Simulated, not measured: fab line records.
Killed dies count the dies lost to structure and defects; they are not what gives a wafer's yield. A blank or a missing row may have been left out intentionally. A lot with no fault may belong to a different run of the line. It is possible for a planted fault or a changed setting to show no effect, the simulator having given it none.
2 desks, one fault    flow n5_finfet    only its own numbers are on each desk; what lay behind them is given at the end

== THE TOOL OWNER'S DESK: rie_diel-05 ==
The tool's own readings at N5_BEOL_M5_ETCH_75 (etches underlayer in N2/H2, target depth 6.5 nm, time 5.2 s): means of the sampled wafers that have a number, for each lot that ran on this tool. If a lot's mean is further than 4 standard deviations from the usual mean, the lot is out of limits and carries the mark OUT (the distance appears in the brackets).
Columns: A = bias_w at N5_BEOL_M5_ETCH_75, usual 150.0 W; B = drypump_motor_current_A at N5_BEOL_M5_ETCH_75, usual 5.6 A; C = etch_rf_on_time_s at N5_BEOL_M5_ETCH_75, usual 5.19 s; D = oes_product_au at N5_BEOL_M5_ETCH_75, usual 0.68 a.u.; E = rf_vpp_V at N5_BEOL_M5_ETCH_75, usual 523.9 V; F = showerhead_plenum_p_Torr at N5_BEOL_M5_ETCH_75, usual 2.54 Torr; G = throttle_valve_pct at N5_BEOL_M5_ETCH_75, usual 17.85 %
lot   first seen here  A      B    C                D     E      F     G
L367  day 9 06:10      150.3  5.8  5.18             0.70  523.7  2.53  17.81
L369  day 9 17:15      149.7  5.7  5.24             0.65  525.8  2.54  18.01
L374  day 11 06:59     149.7  5.8  5.22             0.72  524.5  2.52  17.68
L376  day 11 20:14     150.1  5.6  5.20             0.64  523.7  2.49  17.86
L378  day 12 08:32     149.3  5.8  4.26 (-7.2) OUT  0.72  524.1  2.53  18.16
L380  day 12 18:00     150.2  5.5  4.17 (-7.9) OUT  0.74  523.1  2.48  17.73
This desk's finding: out of limits on L378, L380; first on L378, day 12 08:32 (etch_rf_on_time_s at N5_BEOL_M5_ETCH_75). In limits: L367, L369, L374, L376.

== FROM THE METROLOGY DESK ==
What the gauges read for every lot (on any tool): the sampled wafers with a number, averaged. If a lot's mean is further than 4 standard deviations from the usual mean, the lot is out of limits and carries the mark OUT (the distance appears in the brackets).
Columns: A = V4_OVL at N5_BEOL_M5_OVL_MEAS_29, usual -0.2 nm
lot   first seen here  A
L363  day 8 04:28      0.5
L366  day 9 00:15      -0.5
L367  day 9 06:02      -1.4
L368  day 9 14:47      -0.5
L369  day 9 17:08      0.0
L370  day 10 05:11     -0.7
L374  day 11 06:41     -0.2
L376  day 11 20:07     0.3
L378  day 12 08:13     -0.2
L380  day 12 17:47     -0.5
L386  day 14 03:55     -0.3
This desk's finding: nothing out of limits on any of the 11 lots.

== BROUGHT TOGETHER ==
The tool owner's desk had the chance to raise an alarm at day 12 08:32 on L378, L380.
Metrology desk: nothing out of limits seen.
The metrology desk holds a record of L378, L380, inside its limits.
Every lot named ran N5_BEOL_M5_ETCH_75 on rie_diel-05.

== WHAT THE SIMULATOR HAD INSERTED ==
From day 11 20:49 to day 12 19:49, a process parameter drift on rie_diel-05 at N5_BEOL_M5_ETCH_75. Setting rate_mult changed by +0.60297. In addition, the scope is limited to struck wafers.
Lots struck among those shown: L378, L380.
How many hours passed from the start of the fault until each desk's first out-of-limits reading: the tool owner's desk, 12.
